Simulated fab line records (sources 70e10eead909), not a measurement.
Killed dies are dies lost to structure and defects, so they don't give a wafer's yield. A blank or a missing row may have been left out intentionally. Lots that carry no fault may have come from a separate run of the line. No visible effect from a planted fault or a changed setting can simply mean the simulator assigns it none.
Comparing a struck lot with a sound one / flow nand-harc / 21 steps out of a route of 1302
Sound: these wafers, L995.3, L995.4, L995.5. Wafers struck: L113.3, L113.5, L113.6. Last of all comes the cause.
Per side, at each step with rows, come the tool, then ch with its chambers, and then its first start. Under that, the readings that differ: sound wafers / struck wafers / difference of the means / sigmas: that difference in standard deviations of wafers without a fault.
alike: same words and numbers on both sides, and readings whose means sit less than 2 such deviations apart. not compared: any withheld reading, any reading some wafer has no value for, any bound like >300 that may hide the same value, and any number with overlapping values for which the record gives no deviation.
The two part at a step that has a row with sigmas, a row that says differs or no value, or rows on one side only. Numbers that have no deviation but don't overlap get no sigmas and don't part them. Lack of a reading on every wafer of one side parts them only where that side has two or more wafers.

NHARC_A_BLC_CVD_24: deposits W, target thk 150 nm, time 434 s.
  sound: cvd-w-02 ch 0,1; struck: cvd-w-01 ch 0,1
  alike: heater-power-outer-w, heater-power-w, throttle-valve-pct
NHARC_A_BLC_CMP_25: polishes, t overpolish 30 s, target thk 150 nm.
  sound on cmp-02 ch 0,3, day 22 17:47; struck on cmp-04 ch 1,2,3, day 30 01:34
reading=time-to-endpoint-s (s); sound=27.9 30.8 29.5; struck=36.1 36.0 33.4; difference=+5.8; sigmas=+2
  alike: motor-current-A, overpolish-run-s
after that, 1 step had no rows for these wafers: NHARC_A_BLC_SRD_27.
NHARC_A_BLC_INSPECT_28:
  sound on defect-inspect-01 at day 22 18:11; struck on defect-inspect-02 at day 30 01:54
  alike: raw-defect-count
then, 7 steps without rows for these wafers: NHARC_A_M0_DEP_00 (deposits SiOC, target thk 150 nm); NHARC_A_M0_DEHYDRATE_01 (time 120 s); NHARC_A_M0_HMDS_02 (time 30 s); NHARC_A_M0_COAT_33 (time 65 s); NHARC_A_M0_COAT_03 (resist thk 90 nm); NHARC_A_M0_SOFTBAKE_04 (time 55 s); NHARC_A_M0_EBR_05.
NHARC_A_M0_EXPOSE_06: exposes mask A M0, target cd 80 nm.
  sound on arfi-scanner-01 ch 0, day 22 18:57; struck on arfi-scanner-02 ch 0, day 30 02:32
reading=exposure-dose-mJ-cm2; sound=83.2 83.1 83.2; struck=121.1 121.2 121.3; difference=+38.0; sigmas=+55
  alike: mask
then, 2 steps without rows for these wafers: NHARC_A_M0_PEB_07 (peb time 65 s); NHARC_A_M0_DEVELOP_08 (develop time 35 s).
NHARC_A_M0_CD_MEAS_09 targets a cd of 80 nm.
  sound on cd-sem-01 ch 0, day 22 19:05; struck on cd-sem-03 ch 0, day 30 02:41
reading=cd-nm (nm); sound=80.9 81.0 81.0; struck=103.7 105.7 104.1; difference=+23.5; sigmas=+30
NHARC_A_M0_OVL_MEAS_10: pitch 160 nm.
  sound on overlay-02 at day 22 19:10; struck on overlay-01 at day 30 02:46
reading=overlay-y-nm (nm); sound=0.6 0.8 0.7; struck=-1.5 -0.5 -1.0; difference=-1.7; sigmas=-2
  alike: overlay-x-nm
NHARC_A_M0_INSPECT_11:
  sound on defect-inspect-02 at day 22 19:13; struck on defect-inspect-02 at day 30 02:48
  alike: raw-defect-count
NHARC_A_M0_DESCUM_14: chemistry O2, time 3 s.
  sound on rie-diel-05 ch 0,2,3, day 22 19:17; struck on rie-diel-04 ch 0,1, day 30 02:52
reading=model.A_M0.cd-nm (nm); sound=81.16 82.18 82.02; struck=104.5 105.5 104.8; difference=+23.1; sigmas=
  alike: drypump-motor-current-A, o2-flow-sccm, oes-product-au, rf-vpp-V, showerhead-plenum-p-Torr, throttle-valve-pct
  not compared: rf-hours-counter-h
NHARC_A_M0_ETCH_34: etches the open film in N2/H2, target depth 40 nm, overetch 12 nm, time 43.94 s.
  sound on rie-diel-05 ch 0,3, day 22 19:21; struck on rie-diel-04 ch 1,2,3, day 30 02:58
  alike: drypump-motor-current-A, h2-flow-sccm, oes-product-au, rf-vpp-V, showerhead-plenum-p-Torr, throttle-valve-pct
  not compared: rf-hours-counter-h
NHARC_A_M0_ETCH_15: etches the open film in C4F8/Ar, target depth 150 nm, overetch 15 nm, time 82.5 s.
  sound: rie-diel-05 ch 0,2,3; struck: rie-diel-04 ch 1,2,3
reading=model.A_M0.cd-nm (nm); sound=81.45 81.73 82.37; struck=104.8 105.3 105.4; difference=+23.3; sigmas=
  alike: oes-product-au, rf-vpp-V
  not compared: rf-hours-counter-h
NHARC_A_M0_CD_MEAS_16:
  sound on cd-sem-01 at day 22 19:34; struck on cd-sem-01 at day 30 03:10
reading=cd-nm (nm); sound=81.8 82.1 82.2; struck=104.8 105.2 105.4; difference=+23.1; sigmas=+21

WHERE THEY PART
Last at NHARC_A_M0_CD_MEAS_16 as far as this record goes, first at NHARC_A_BLC_CMP_25.

WHY: the cause the simulator had injected
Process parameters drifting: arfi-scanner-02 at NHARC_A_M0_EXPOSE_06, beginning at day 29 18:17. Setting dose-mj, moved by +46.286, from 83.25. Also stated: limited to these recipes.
